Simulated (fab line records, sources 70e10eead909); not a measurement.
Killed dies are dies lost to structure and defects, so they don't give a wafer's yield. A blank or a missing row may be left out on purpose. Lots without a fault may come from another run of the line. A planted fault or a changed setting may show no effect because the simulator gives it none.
Chamber matching | flow nand_harc | NHARC_P_CONTACT_CMP_01 on cmp-04: 4 sister chambers
The step polishes SiO2, target thk 200 nm. 8 wafers are shown with their chamber, then 11 later ones without.

WAFERS WITH THEIR CHAMBER
wafer  | chamber | motor_current_A (A)
L078.4 | 2       | 11.6
L082.2 | 3       | 11.2
L083.2 | 0       | 12.3
L083.5 | 0       | 12.8
L083.1 | 1       | 13.6
L083.3 | 2       | 11.3
L083.4 | 3       | 11.1
L084.3 | 1       | 14.1

WAFERS WITHOUT THEIR CHAMBER
wafer  | motor_current_A (A)
L084.5 | 10.8
L084.6 | 12.7
L085.1 | 11.5
L085.5 | 10.9
L085.6 | 13.7
L090.2 | 10.4
L090.3 | 11.3
L090.4 | 13.2
L095.2 | 11.4
L095.3 | 11.9
L095.5 | 10.6

WHICH CHAMBER EACH WENT THROUGH
wafer  | from the rows above          | in truth
L084.5 | can't be placed: 3 or 2      | 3
L084.6 | 0                            | 0
L085.1 | can't be placed: 2 or 3      | 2
L085.5 | can't be placed: 3 or 2      | 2
L085.6 | 1                            | 1
L090.2 | can't be placed: 3 or 2      | 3
L090.3 | can't be placed: 2 or 3      | 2
L090.4 | can't be placed: 0 or 1      | 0
L095.2 | can't be placed: 2 or 3      | 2
L095.3 | can't be placed: 2 or 0 or 3 | 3
L095.5 | can't be placed: 3 or 2      | 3
Placed correctly: 2 of 11. Can't be placed from these rows: 9 (the true chamber is among the candidates in 9). Placed wrongly: 0.
How it was worked out, from the rows above alone: a wafer's distance from a chamber is the root of the sum, over the readings, of the square of ((its reading less the chamber's mean) divided by the reading's scatter). The wafer belongs to the nearest chamber; if the next one is less than 2 further off, it can't be placed. A chamber's mean is the mean of its shown wafers. The scatter: the root of (the sum of the squares of (reading less its chamber's mean) over the shown wafers, divided by (wafers less chambers)).
